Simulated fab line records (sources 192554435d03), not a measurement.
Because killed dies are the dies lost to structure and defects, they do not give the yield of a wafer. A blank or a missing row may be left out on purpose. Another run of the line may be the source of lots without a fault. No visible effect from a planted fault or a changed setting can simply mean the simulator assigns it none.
Struck lot and sound lot, side by side || flow n5_finfet || 38 steps out of a route of 1938
Sound: wafers L981.2, L981.3, L981.5. Struck: wafer L974.5. (L974.6 of the same lot was not struck and is left out.) The cause comes at the end.
Per side, at each step with rows, come the tool, then ch with its chambers, and then its first start. Under that, the readings that differ: sound wafers || struck wafers || difference of the means || sigmas: that difference in standard deviations of wafers without a fault.
alike: a reading whose means differ by less than 2 such deviations, as well as words and numbers matching on both sides. not compared: withheld readings; readings where some wafer has no value; bounds like >300 that might hide an equal value; numbers whose values overlap and for which the record gives no deviation.
Wherever a step has rows on one side only, a row that says differs or no value, or a row with sigmas, the two part there. When numbers do not overlap yet have no deviation, they are printed without sigmas and do not part them. Lack of a reading on every wafer of one side parts them only where that side has two or more wafers.

first, 8 steps without rows for these wafers: N5_BEOL_M1_ANNEAL_51 (time 90 s); N5_BEOL_M1_CMP_52 (polishes, stops on SiOC, t overpolish 6.8 s, target thk 40 nm); N5_BEOL_M1_PRE_CLEAN_60 (time 15 s); N5_BEOL_M1_CO_CAP_55 (material Co, precursor CCTBA/H2, target thk 2 nm, time 102.1 s); N5_BEOL_M1_PRE_CLEAN_56 (time 15 s); N5_BEOL_M1_DEP_57 (deposits SiCN from 3MS/NH3, target thk 8 nm, time 14 s); N5_BEOL_M2_ILD_DEP_00 (deposits SiOC from DEMS/O2, target thk 79 nm, time 15.3 s); N5_BEOL_M2_PECVD_72 (deposits SiO2 from TEOS/O2, target thk 16 nm, time 18 s).
N5_BEOL_M2_HM_DEP_02: deposits TiN, target thk 20 nm.
  sound on pvd_sputter-03, day 10 08:01; struck on pvd_sputter-02, day 8 15:05
{"reading": "model.TiN_of_BEOL_M2_HM_DEP_02.thk_nm (nm)", "sound": "20.2 20 20.4", "struck": 28.4, "difference": "+8.2", "sigmas": ""}
  alike: throttle_valve_pct
then, 16 steps without rows for these wafers: N5_BEOL_M2_COAT_61 (time 60 s, resist thk 60 nm); N5_BEOL_M2_COAT_62 (time 60 s, resist thk 12 nm); N5_BEOL_M2_COAT_73 (time 60 s, resist thk 5 nm); N5_BEOL_M2_COAT_05 (resist thk 30 nm); N5_BEOL_M2_EBR_07; N5_BEOL_M2_SOFTBAKE_06 (time 60 s); N5_BEOL_M2_EXPOSE_08 (exposes mask M2); N5_BEOL_M2_PEB_09 (peb time 60 s); N5_BEOL_M2_DEVELOP_10 (develop time 30 s); N5_BEOL_M2_DESCUM_16 (chemistry O2, time 7 s); N5_BEOL_M2_ETCH_74 (etches underlayer in N2/H2, target depth 6.5 nm, time 5.2 s); N5_BEOL_M2_ETCH_63 (etches SiARC in CF4, target depth 15.6 nm, time 26 s); N5_BEOL_M2_ETCH_64 (etches SOC in N2/H2, target depth 75 nm, overetch 22.5 nm, time 121.9 s); N5_BEOL_M2_STRIP_65 (strips in N2/H2); N5_BEOL_M2_STRIP_75 (strips in N2/H2); N5_BEOL_M2_STRIP_66 (strips in CF4).
N5_BEOL_M2_HM_OPEN_17: chemistry Cl2/BCl3, target TiN, target depth 20 nm, overetch 6 nm.
  sound on rie_metal-03 ch 0,1, day 10 08:48; struck on rie_metal-01 ch 1, day 8 15:59
{"reading": "throttle_valve_pct (%)", "sound": "22.29 22.47 22.47", "struck": 21.97, "difference": -0.44, "sigmas": -2}
{"reading": "model.etch.depth_nm (nm)", "sound": "20.17 20.08 20.32", "struck": 26.89, "difference": "+6.70", "sigmas": ""}
  alike: bcl3_flow_sccm, chamber_pressure_mTorr, drypump_motor_current_A, oes_product_au
  not compared: rf_hours_counter_h
then, 8 steps without rows for these wafers: N5_BEOL_M2_STRIP_19 (strips in O2); N5_BEOL_M2_COAT_67 (time 60 s, resist thk 60 nm); N5_BEOL_M2_COAT_68 (time 60 s, resist thk 12 nm); N5_BEOL_M2_COAT_76 (time 60 s, resist thk 5 nm); N5_BEOL_M2_COAT_22 (resist thk 30 nm); N5_BEOL_M2_EBR_24; N5_BEOL_M2_SOFTBAKE_23 (time 60 s); N5_BEOL_M2_EXPOSE_25 (exposes mask V1, defocus 5 nm).
N5_BEOL_M2_TRENCH_ETCH_37: etches SiOC in C4F6/O2, target depth 55.555 nm, time 29.2 s.
  sound: rie_diel-04 ch 0,2,3; struck: rie_diel-06 ch 3
{"reading": "drypump_motor_current_A (A)", "sound": "5.9 5.4 5.6", "struck": 6.6, "difference": "+1.0", "sigmas": "+2"}
{"reading": "oes_product_au (a.u.)", "sound": "0.80 0.85 0.91", "struck": 0.68, "difference": -0.17, "sigmas": -2}
{"reading": "showerhead_plenum_p_Torr (Torr)", "sound": "2.86 2.89 2.90", "struck": 2.69, "difference": -0.19, "sigmas": -2}
{"reading": "model.TiN_of_BEOL_M2_HM_DEP_02.thk_nm (nm)", "sound": "17.8 17.8 18", "struck": 26, "difference": "+8", "sigmas": ""}
  alike: chamber_pressure_mTorr, rf_vpp_V, throttle_valve_pct
  not compared: rf_hours_counter_h
N5_BEOL_M2_OCD_MEAS_38:
  sound on ocd-01, day 10 16:00; struck on ocd-01, day 8 17:46
{"reading": "trench_depth_nm (nm)", "sound": "56.8 55.8 57.4", "struck": 46.6, "difference": -10.1, "sigmas": -11}
N5_BEOL_M4_RC_MEAS_101:
  sound on prober-02 ch 0, day 11 20:56; struck on prober-01 ch 0, day 10 02:23
{"reading": "ION_N (uA/um)", "sound": "680 672 669", "struck": 693, "difference": "+19", "sigmas": "+3"}
{"reading": "SS_N (mV/dec)", "sound": "72.0 72.5 71.5", "struck": 70.7, "difference": -1.3, "sigmas": -2}
  alike: DIBL_N, DIBL_P, IOFF_N, IOFF_P, ION_P, SS_P, VT_N, VT_P
  not compared: CHAIN_V1_max_site, CHAIN_V2_max_site, SERP_M2_max_site
-- the record jumps here: 4 days lie between the struck wafers' starts before and after (it left off in module BEOL_M4 and takes up again in module PASSIVATION, whose first step shown is number 1936 of the route) --
N5_PASSIVATION_PROBE_49:
  rows exist in the record for the struck wafers here (prober-02, day 13 19:35), but not for the sound ones

## WHERE THEY PART
Earliest at N5_BEOL_M2_HM_OPEN_17; latest, in this record, at N5_PASSIVATION_PROBE_49.

WHY: the cause the simulator had injected
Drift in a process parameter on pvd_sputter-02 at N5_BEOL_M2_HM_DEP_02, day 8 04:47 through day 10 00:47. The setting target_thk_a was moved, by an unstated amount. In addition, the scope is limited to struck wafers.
